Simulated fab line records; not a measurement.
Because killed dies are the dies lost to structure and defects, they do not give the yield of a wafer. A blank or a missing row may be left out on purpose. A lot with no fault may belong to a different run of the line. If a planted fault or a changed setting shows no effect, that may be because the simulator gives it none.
fab line records + flow nand-harc
[record]
- lots = 13
- wafers = 39
- last-day = 34
route steps=1302 shown P_CONTACT@248 THIN_TSV@1268 END@1302
lots that met no fault: from a run of the same line without faults
start-h: hours from the record's opening day to when the first of the lot's shown wafers began + wait-h: hours elapsed since this lot's preceding step + " same as the row above + L1.1+2: several wafers, shown together as one row + - value missing, or start not given + * or withheld: withheld + < > ~ a bound
route shown NAME@n: a module of which the file shows steps, and the number in the route of the first + usual: the fault-free wafers' mean and standard deviation + same: alike in all rows + chamber/n: place in a boat + sites: each site's reading + _std_site: standard deviation of those values + _edge_site: the outer-site mean with the inner-site mean subtracted + radius-mm: for every site, how far away it sits from the centre of the wafer + mask NAME#n: copy n + behind: the most recent tool/chamber to have shaped the wafer + hold: cause of the lot's hold/its duration in hours/its outcome + device: whichever transistor did not switch (one of n, p or np) + end of line: tests of these same wafers at the route's end + where a step has no rows: the recipe by itself + killed: dies lost to structure and defects at the first sort, not the wafer's yield + map: dies across one wafer; x = killed, . = not, _ = none there
set.NAME: the setting as run; set.NAME@STEP: as run at that earlier step + model.NAME: the simulator's own value behind a step, which no gauge read
one table for each step of the route and one row for each wafer, over a sample of lots
services: when a tool's chamber went out of use (start-h, in hours from the record's first day, below 0 if earlier), for how many hours, and the reason
[[steps]]
[step NHARC_P_CONTACT_CVD_23]
[recipe]
- target-thk-a = 2000
- temp-c = 300
- pressure-torr = 40
- wf6-flow-sccm = 40
- h2-flow-sccm = 1600
- ar-flow-sccm = 1560
- time-s = 557
- material = W
[usual]
- heater-power-w = 409/32
- mfc-h2-sccm = 1601/4.8
- throttle-valve-pct = 7.85/0.18
| lot.wafer | tool     | chamber | start-h | wait-h | heater-power-w | mfc-h2-sccm | since-wet-clean-h | throttle-valve-pct |
|-----------|----------|---------|---------|--------|----------------|-------------|-------------------|--------------------|
| L494.2    | cvd-w-02 | 1       | 119.14  | -      | 382            | 1598        | 18                | 7.59               |
| L494.1    | "        | 0       | "       | "      | 389            | 1601        | 18                | 7.86               |
| L494.3    | "        | 0       | "       | "      | 380            | 1599        | -                 | 7.81               |
| L495.2    | cvd-w-01 | 0       | 127.56  | -      | 447            | 1605        | 110               | 7.85               |
| L495.3    | "        | 0       | "       | "      | 433            | 1602        | -                 | 8.39               |
| L495.6    | "        | 1       | "       | "      | 418            | 1598        | -                 | 7.80               |
| L497.4    | cvd-w-01 | 0       | 155.75  | -      | 445            | 1599        | -                 | 8.31               |
| L497.3    | "        | 1       | "       | "      | 422            | 1604        | -                 | 7.99               |
| L497.5    | "        | 0       | "       | "      | 447            | 1602        | -                 | 8.13               |
| L498.3    | cvd-w-02 | 0       | 156.07  | -      | 389            | 1599        | -                 | 7.93               |
| L498.6    | "        | 0       | "       | "      | 380            | 1600        | -                 | 7.92               |
| L498.5    | "        | 1       | "       | "      | 383            | 1595        | -                 | 7.90               |
| L499.1    | cvd-w-02 | 0       | 165.39  | -      | 384            | 1606        | 64                | 8.01               |
| L499.5    | "        | 1       | "       | "      | 382            | 1598        | -                 | 7.81               |
| L499.6    | "        | 0       | "       | "      | 393            | 1604        | -                 | 7.80               |
| L500.1    | cvd-w-02 | 0       | 181.48  | -      | 395            | 1600        | 81                | 8.42               |
| L500.4    | "        | 1       | "       | "      | 373            | 1600        | -                 | 7.74               |
| L500.5    | "        | 1       | "       | "      | 379            | 1592        | -                 | 7.86               |
| L501.2    | cvd-w-02 | 0       | 186.63  | -      | 392            | 1599        | 86                | 7.99               |
| L501.3    | "        | 0       | "       | "      | 390            | 1599        | -                 | 7.94               |
| L501.4    | "        | 1       | "       | "      | 377            | 1603        | -                 | 8.00               |
| L509.1    | cvd-w-02 | 0       | 266.05  | -      | 390            | 1597        | 165               | 8.07               |
| L509.3    | "        | 0       | "       | "      | 384            | 1591        | -                 | 7.93               |
| L509.5    | "        | 0       | "       | "      | 387            | 1603        | -                 | 7.92               |
| L511.2    | cvd-w-02 | 0       | 284.14  | -      | 401            | 1593        | 2                 | 8.02               |
| L511.1    | "        | 1       | "       | "      | 389            | 1592        | 2                 | 7.68               |
| L511.6    | "        | 0       | "       | "      | 406            | 1594        | -                 | 8.07               |
| L512.2    | cvd-w-02 | 0       | 304.17  | -      | 400            | 1609        | 22                | 8.01               |
| L512.6    | "        | 0       | "       | "      | 390            | 1608        | -                 | 8.04               |
| L512.5    | "        | 1       | "       | "      | 391            | 1603        | -                 | 7.90               |
| L513.1    | cvd-w-02 | 1       | 308.67  | -      | 403            | 1599        | 27                | 7.88               |
| L513.4    | "        | 1       | "       | "      | 384            | 1608        | -                 | 8.05               |
| L513.5    | "        | 1       | "       | "      | 394            | 1609        | -                 | 7.69               |
| L516.4    | cvd-w-01 | 0       | 340.58  | -      | 479            | 1605        | -                 | 7.75               |
| L516.5    | "        | 1       | "       | "      | 413            | 1596        | -                 | 7.60               |
| L516.6    | "        | 0       | "       | "      | 473            | 1602        | -                 | 7.71               |
| L517.2    | cvd-w-01 | 0       | 357.58  | -      | 463            | 1601        | 160               | 8.06               |
| L517.1    | "        | 1       | "       | "      | 413            | 1607        | 160               | 7.63               |
| L517.4    | "        | 1       | "       | "      | 408            | 1604        | -                 | 7.83               |
[step NHARC_THIN_TSV_ETCHBACK_48]
[recipe]
- target-depth-a = 10285
- over-etch-frac = 0.3
- time-s = 405.17
- ion-energy-ev = 250
- c4f8-flow-sccm = withheld
- ar-flow-sccm = withheld
- rf-w = 600
- bias-w = 300
- chemistry = C4F8/Ar
[usual]
- bias-w = 300.1/0.96
- oes-product-au = 0.95/0.034
- rf-vpp-V = 545/3.4
| lot.wafer | tool        | chamber | start-h | wait-h | bias-w | oes-product-au | rf-hours-counter-h | rf-vpp-V |
|-----------|-------------|---------|---------|--------|--------|----------------|--------------------|----------|
| L494.1    | rie-diel-09 | 2       | 535.20  | -      | 301.1  | 0.91           | 2.0                | 543      |
| L494.2    | "           | 0       | "       | "      | 299.7  | 0.92           | 2.1                | 546      |
| L494.3    | "           | 1       | "       | "      | 298.7  | 0.91           | 1.9                | 542      |
| L495.3    | rie-diel-09 | 0       | 565.61  | -      | 299.4  | 0.93           | 4.7                | 547      |
| L495.2    | "           | 2       | "       | "      | 300.0  | 0.92           | 5.1                | 541      |
| L495.6    | "           | 3       | "       | "      | 300.9  | 0.96           | -                  | 541      |
| L498.3    | rie-diel-13 | 3       | 578.71  | -      | 300.8  | 0.92           | 3.1                | 549      |
| L498.6    | "           | 3       | "       | "      | 299.5  | 0.92           | -                  | 549      |
| L498.5    | "           | 0       | "       | "      | 300.2  | 0.92           | -                  | 543      |
| L497.3    | rie-diel-09 | 0       | 579.75  | -      | 299.8  | 0.93           | 6.1                | 547      |
| L497.4    | "           | 1       | "       | "      | 297.9  | 0.91           | 6.6                | 543      |
| L497.5    | "           | 0       | "       | "      | 301.1  | 0.92           | -                  | 546      |
| L499.1    | rie-diel-13 | 2       | 581.01  | -      | 300.2  | 0.91           | 2.8                | 545      |
| L499.5    | "           | 1       | "       | "      | 300.3  | 0.93           | -                  | 549      |
| L499.6    | "           | 2       | "       | "      | 299.7  | 0.92           | -                  | 545      |
| L501.4    | rie-diel-13 | 0       | 705.22  | -      | 301.1  | 0.99           | 0.1                | 544      |
| L501.3    | "           | 1       | "       | "      | 300.7  | 1.00           | 0.1                | 548      |
| L501.2    | "           | 3       | "       | "      | 300.3  | 0.99           | 0.1                | 551      |
| L500.4    | rie-diel-05 | 1       | 706.30  | -      | 299.6  | 1.02           | 3.0                | 542      |
| L500.1    | "           | 3       | "       | "      | 300.4  | 0.99           | 3.3                | 547      |
| L500.5    | "           | 1       | "       | "      | 299.5  | 1.00           | -                  | 542      |
| L511.2    | rie-diel-09 | 2       | 716.04  | 0.5    | 299.6  | 0.95           | 4.1                | 541      |
| L511.1    | "           | 3       | "       | "      | 299.7  | 0.97           | 3.6                | 543      |
| L511.6    | "           | 3       | "       | "      | 298.9  | 0.98           | -                  | 542      |
| L509.1    | rie-diel-09 | 2       | 718.35  | -      | 299.9  | 0.99           | 4.5                | 541      |
| L509.3    | "           | 0       | "       | "      | 299.6  | 0.99           | 4.4                | 546      |
| L509.5    | "           | 2       | "       | "      | 298.9  | 1.00           | -                  | 542      |
| L512.2    | rie-diel-05 | 3       | 729.93  | -      | 298.9  | 0.92           | 6.1                | 544      |
| L512.6    | "           | 0       | "       | "      | 302.4  | 0.92           | -                  | 551      |
| L512.5    | "           | 1       | "       | "      | 299.7  | 0.94           | -                  | 543      |
| L513.1    | rie-diel-13 | 0       | 749.47  | -      | 300.1  | 1.00           | 1.8                | 543      |
| L513.4    | "           | 2       | "       | "      | 300.0  | 1.00           | 1.2                | 545      |
| L513.5    | "           | 0       | "       | "      | 300.2  | 0.98           | -                  | 542      |
| L516.5    | rie-diel-09 | 1       | 772.84  | -      | 300.6  | 0.96           | -                  | 543      |
| L516.6    | "           | 2       | "       | "      | 299.1  | 0.95           | -                  | 542      |
| L516.4    | "           | 3       | "       | "      | 299.6  | 0.96           | -                  | 545      |
| L517.2    | rie-diel-09 | 1       | 795.07  | -      | 302.0  | 0.93           | 10.1               | 543      |
| L517.4    | "           | 2       | "       | "      | 300.4  | 0.92           | 10.0               | 542      |
| L517.1    | "           | 3       | "       | "      | 299.2  | 0.93           | 8.7                | 545      |
[step NHARC_THIN_TSV_DEGAS_49]
[recipe]
- temp-c = 300
- time-s = 120
[usual]
- heater-power-w = 494/45
| lot.wafer | tool           | chamber | start-h | wait-h | heater-power-w |
|-----------|----------------|---------|---------|--------|----------------|
| L494.1    | pvd-sputter-02 | -       | 535.81  | 0.1    | 576            |
| L494.3    | "              | -       | "       | "      | 396            |
| L494.2    | "              | -       | "       | "      | 451            |
| L495.3    | pvd-sputter-01 | -       | 566.11  | 0.1    | 523            |
| L495.2    | "              | -       | "       | "      | 454            |
| L495.6    | "              | -       | "       | "      | 561            |
| L498.3    | pvd-sputter-03 | -       | 579.25  | 0.1    | 456            |
| L498.6    | "              | -       | "       | "      | 494            |
| L498.5    | "              | -       | "       | "      | 464            |
| L497.4    | pvd-sputter-01 | -       | 580.29  | 0.1    | 549            |
| L497.3    | "              | -       | "       | "      | 515            |
| L497.5    | "              | -       | "       | "      | 489            |
| L499.1    | pvd-sputter-02 | -       | 581.53  | 0.2    | 451            |
| L499.5    | "              | -       | "       | "      | 517            |
| L499.6    | "              | -       | "       | "      | 401            |
| L501.3    | pvd-sputter-01 | -       | 705.75  | 0.1    | 487            |
| L501.2    | "              | -       | "       | "      | 505            |
| L501.4    | "              | -       | "       | "      | 537            |
| L500.4    | pvd-sputter-02 | -       | 706.80  | 0.1    | 396            |
| L500.1    | "              | -       | "       | "      | 457            |
| L500.5    | "              | -       | "       | "      | 388            |
| L511.1    | pvd-sputter-03 | -       | 716.57  | 0.1    | 478            |
| L511.2    | "              | -       | "       | "      | 543            |
| L511.6    | "              | -       | "       | "      | 459            |
| L509.1    | pvd-sputter-02 | -       | 718.84  | 0.1    | 458            |
| L509.3    | "              | -       | "       | "      | 496            |
| L509.5    | "              | -       | "       | "      | 555            |
| L512.2    | pvd-sputter-01 | -       | 730.39  | 0.2    | 515            |
| L512.5    | "              | -       | "       | "      | 497            |
| L512.6    | "              | -       | "       | "      | 473            |
| L513.1    | pvd-sputter-01 | -       | 750.01  | 0.1    | 502            |
| L513.4    | "              | -       | "       | "      | 513            |
| L513.5    | "              | -       | "       | "      | 496            |
| L516.4    | pvd-sputter-03 | -       | 773.33  | 0.1    | 468            |
| L516.6    | "              | -       | "       | "      | 542            |
| L516.5    | "              | -       | "       | "      | 467            |
| L517.2    | pvd-sputter-02 | -       | 795.56  | 0.1    | 506            |
| L517.4    | "              | -       | "       | "      | 387            |
| L517.1    | "              | -       | "       | "      | 557            |
[step NHARC_THIN_TSV_ANNEAL_52]
[recipe]
- temp-c = 225
- time-s = 90
[usual]
- anneal-temp-c = 224.97/0.17
- anneal-temp-c-max = 225.61/0.21
- wafer_temp_C_max = 225.89/0.22
| lot.wafer | tool          | chamber | start-h | wait-h | anneal-temp-c | anneal-temp-c-max | wafer_temp_C_max |
|-----------|---------------|---------|---------|--------|---------------|-------------------|------------------|
| L494.1    | rtp-anneal-01 | 0       | 536.99  | 0.6    | 224.88        | 225.40            | 225.84           |
| L494.2    | "             | 0       | "       | "      | 224.93        | 225.46            | 226.29           |
| L494.3    | "             | 0       | "       | "      | 225.22        | 225.81            | 226.05           |
| L495.2    | rtp-anneal-02 | 0       | 567.44  | 0.7    | 225.12        | 225.82            | 226.00           |
| L495.3    | "             | 0       | "       | "      | 225.17        | 225.90            | 225.74           |
| L495.6    | "             | 0       | "       | "      | 225.15        | 225.81            | 225.96           |
| L498.3    | rtp-anneal-02 | 0       | 580.52  | 0.5    | 224.81        | 225.64            | 226.23           |
| L498.5    | "             | 0       | "       | "      | 225.16        | 225.98            | 226.32           |
| L498.6    | "             | 0       | "       | "      | 224.90        | 225.77            | 226.22           |
| L497.3    | rtp-anneal-01 | 0       | 581.56  | 0.4    | 224.82        | 225.41            | 225.92           |
| L497.4    | "             | 0       | "       | "      | 224.86        | 225.42            | 225.63           |
| L497.5    | "             | 0       | "       | "      | 224.70        | 225.26            | 226.42           |
| L499.1    | rtp-anneal-01 | 0       | 582.90  | 0.7    | 224.79        | 225.37            | 226.02           |
| L499.5    | "             | 0       | "       | "      | 224.92        | 225.62            | 225.69           |
| L499.6    | "             | 0       | "       | "      | 224.90        | 225.35            | 225.89           |
| L501.2    | rtp-anneal-02 | 0       | 706.99  | 0.6    | 224.93        | 226.00            | 226.08           |
| L501.3    | "             | 0       | "       | "      | 225.08        | 225.82            | 226.03           |
| L501.4    | "             | 0       | "       | "      | 224.49        | 225.29            | 225.86           |
| L500.1    | rtp-anneal-01 | 0       | 707.98  | 0.5    | 224.99        | 225.71            | 225.59           |
| L500.4    | "             | 0       | "       | "      | 225.00        | 225.54            | 225.61           |
| L500.5    | "             | 0       | "       | "      | 225.00        | 225.49            | 225.66           |
| L511.1    | rtp-anneal-01 | 0       | 717.87  | 0.6    | 224.75        | 225.37            | 225.79           |
| L511.2    | "             | 0       | "       | "      | 224.91        | 225.61            | 226.17           |
| L511.6    | "             | 0       | "       | "      | 225.12        | 225.74            | 225.98           |
| L509.1    | rtp-anneal-01 | 0       | 720.02  | 0.5    | 225.12        | 225.72            | 225.97           |
| L509.3    | "             | 0       | "       | "      | 225.05        | 225.61            | 225.99           |
| L509.5    | "             | 0       | "       | "      | 224.78        | 225.45            | 225.74           |
| L512.2    | rtp-anneal-01 | 0       | 731.58  | 0.7    | 224.95        | 225.45            | 225.99           |
| L512.5    | "             | 0       | "       | "      | 225.06        | 225.50            | 226.28           |
| L512.6    | "             | 0       | "       | "      | 225.14        | 225.79            | 225.59           |
| L513.1    | rtp-anneal-01 | 0       | 751.22  | 0.7    | 224.77        | 225.30            | 225.21           |
| L513.4    | "             | 0       | "       | "      | 225.03        | 225.75            | 225.55           |
| L513.5    | "             | 0       | "       | "      | 224.78        | 225.41            | 225.94           |
| L516.4    | rtp-anneal-01 | 0       | 774.64  | 0.6    | 225.04        | 225.57            | 225.88           |
| L516.5    | "             | 0       | "       | "      | 224.90        | 225.31            | 225.94           |
| L516.6    | "             | 0       | "       | "      | 225.15        | 225.56            | 225.97           |
| L517.1    | rtp-anneal-02 | 0       | 796.76  | 0.5    | 224.78        | 225.73            | 225.84           |
| L517.2    | "             | 0       | "       | "      | 224.85        | 225.79            | 225.80           |
| L517.4    | "             | 0       | "       | "      | 225.12        | 225.92            | 225.99           |
[step NHARC_END_SORT_01]
[recipe]
- temp-c = 25
[usual]
- killed-at-array = 63/18
- killed-at-other = 1.1/1.3
- killed-at-periphery = 4.3/2.8
- killed-dies = 68/18
- killed-open = 3.3/2
- killed-short = 2.4/1.6
[same]
- gross-dies = 677
| lot.wafer | tool      | chamber | start-h | wait-h | killed-at-array | killed-at-other | killed-at-periphery | killed-dies | killed-open | killed-short |
|-----------|-----------|---------|---------|--------|-----------------|-----------------|---------------------|-------------|-------------|--------------|
| L500.1    | prober-01 | 0       | 721.26  | 2.5    | 72              | 1               | 29                  | 102         | 4           | 2            |
| L500.4    | prober-01 | 0       | 723.63  | 3.4    | 64              | 1               | 8                   | 73          | 1           | 1            |
| L500.5    | prober-01 | 0       | 724.42  | 3.7    | 76              | 0               | 9                   | 85          | 3           | 1            |
| L501.2    | prober-02 | 0       | 729.89  | 2.8    | 65              | 3               | 20                  | 88          | 6           | 2            |
| L501.3    | prober-02 | 0       | 730.68  | 3.1    | 82              | 4               | 22                  | 108         | 2           | 7            |
| L501.4    | prober-02 | 0       | 731.47  | 3.4    | 65              | 2               | 3                   | 70          | 6           | 4            |
// killed by level:class
L500.1 A_CHANNEL_HOLE_D1:chamber-film-flake=28 A_CHANNEL_HOLE_D2:chamber-film-flake=26 P_CONTACT:unspecified=24 P_M1:chamber-film-flake=3 A_STAIRCASE:chamber-film-flake=3 A_SGD_CUT:chamber-film-flake=3 A_CONTACT:chamber-film-flake=2 A_SOURCE_PLATE:geometric-particle:open=1
L500.4 A_CHANNEL_HOLE_D2:chamber-film-flake=28 A_CHANNEL_HOLE_D1:chamber-film-flake=24 A_CONTACT:chamber-film-flake=6 P_M1:chamber-film-flake=4 P_GATE:chamber-film-flake=3 A_SGD_CUT:chamber-film-flake=3 A_WL_FILL:geometric-particle:open=1 A_BLC:geometric-particle:short=1
L500.5 A_CHANNEL_HOLE_D2:chamber-film-flake=32 A_CHANNEL_HOLE_D1:chamber-film-flake=28 P_M1:chamber-film-flake=9 A_SLIT:chamber-film-flake=3 A_CHANNEL_FILL_D1:geometric-particle:open=2 A_CHANNEL_FILL_D2:chamber-film-flake=2 A_STAIRCASE:chamber-film-flake=2 A_SGD_CUT:chamber-film-flake=2
L501.2 A_CHANNEL_HOLE_D2:chamber-film-flake=34 P_CONTACT:unspecified=20 A_SLIT:chamber-film-flake=18 A_M1:geometric-particle:open=2 A_CHANNEL_HOLE_D1:chamber-film-flake=2 A_CONTACT:chamber-film-flake=2 THIN_TSV:chamber-film-flake=2 A_ONON_D1:geometric-particle:open=1
L501.3 A_SLIT:chamber-film-flake=35 A_CHANNEL_HOLE_D2:chamber-film-flake=31 P_CONTACT:unspecified=22 A_WL_FILL:geometric-particle:short=4 THIN_TSV:chamber-film-flake=4 A_STAIRCASE:chamber-film-flake=3 A_CHANNEL_HOLE_D1:chamber-film-flake=2 A_CHANNEL_FILL_D1:geometric-particle:short=1
L501.4 A_CHANNEL_HOLE_D2:chamber-film-flake=28 A_SLIT:chamber-film-flake=20 A_CHANNEL_HOLE_D1:chamber-film-flake=3 A_DECK1_JOINT:chamber-film-flake=3 THIN_TSV:chamber-film-flake=2 P_GATE:geometric-particle:open=1 P_M0:geometric-particle:open=1 A_CHANNEL_HOLE_D1:geometric-particle:short=1
[[services]]
| tool          | chamber | start-h | hours | kind   |
|---------------|---------|---------|-------|--------|
| rie-diel-09   | 1       | 136.24  | 2.0   | repair |
| rie-diel-09   | -       | 143.10  | 9.0   | pm     |
| rie-diel-09   | 2       | 156.88  | 6.0   | repair |
| cvd-w-02      | 1       | 160.90  | 3.2   | repair |
| cvd-w-02      | -       | 200.26  | 0.7   | repair |
| cvd-w-02      | 0       | 219.87  | 18.2  | repair |
| cvd-w-02      | -       | 231.97  | 0.9   | repair |
| rie-diel-09   | -       | 237.45  | 0.4   | repair |
| rie-diel-09   | 2       | 242.79  | 21.3  | repair |
| cvd-w-02      | -       | 269.00  | 13.0  | pm     |
| rie-diel-09   | -       | 320.10  | 9.0   | pm     |
| rtp-anneal-01 | -       | 372.00  | 12.0  | pm     |
| rie-diel-09   | 1       | 402.61  | 9.5   | repair |
| rie-diel-09   | 2       | 415.15  | 5.6   | repair |
| rie-diel-09   | 3       | 427.78  | 7.3   | repair |
| cvd-w-02      | -       | 450.00  | 13.0  | pm     |
| rie-diel-09   | 1       | 476.72  | 6.7   | repair |
| rie-diel-09   | -       | 497.10  | 9.0   | pm     |
| cvd-w-02      | -       | 498.26  | 1.8   | repair |
| rie-diel-09   | 3       | 531.66  | 6.0   | repair |
| cvd-w-02      | 0       | 588.62  | 6.9   | repair |
| cvd-w-02      | -       | 631.00  | 13.0  | pm     |
| cvd-w-02      | -       | 701.09  | 0.9   | repair |
| cvd-w-02      | -       | 725.01  | 1.0   | repair |
[[key]]
[first-sign]
- step = NHARC_END_SORT_01
- reading = killed-at-periphery
- direction = up
- sigmas = 6.8
- usual = 4.3
- struck = 23.7
effect none on later readings
met-at NHARC_P_CONTACT_CVD_23
struck-lots L500,L501
struck-wafers L500.1,L501.2,L501.3
tester-left-out L500,L501
not-acting-at NHARC_THIN_TSV_ETCHBACK_48,NHARC_THIN_TSV_DEGAS_49,NHARC_THIN_TSV_ANNEAL_52
onset-between 165.39 181.48
[fault]
- kind = chamber-particle-source
- tool = cvd-w-02
- chamber = 0
- onset-h = 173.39
- steps = NHARC_P_CONTACT_CVD_23
- rate-per-visit-cm2 = 0.059514
- end-h = 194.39
// tester-left-out: of these lots the tester's yield and bins aren't shown, on N5 and GAA mostly nor the transistor test; their killed dies are dies lost to structure and defects alone, not to doping, threshold or leakage, so they don't give the yield
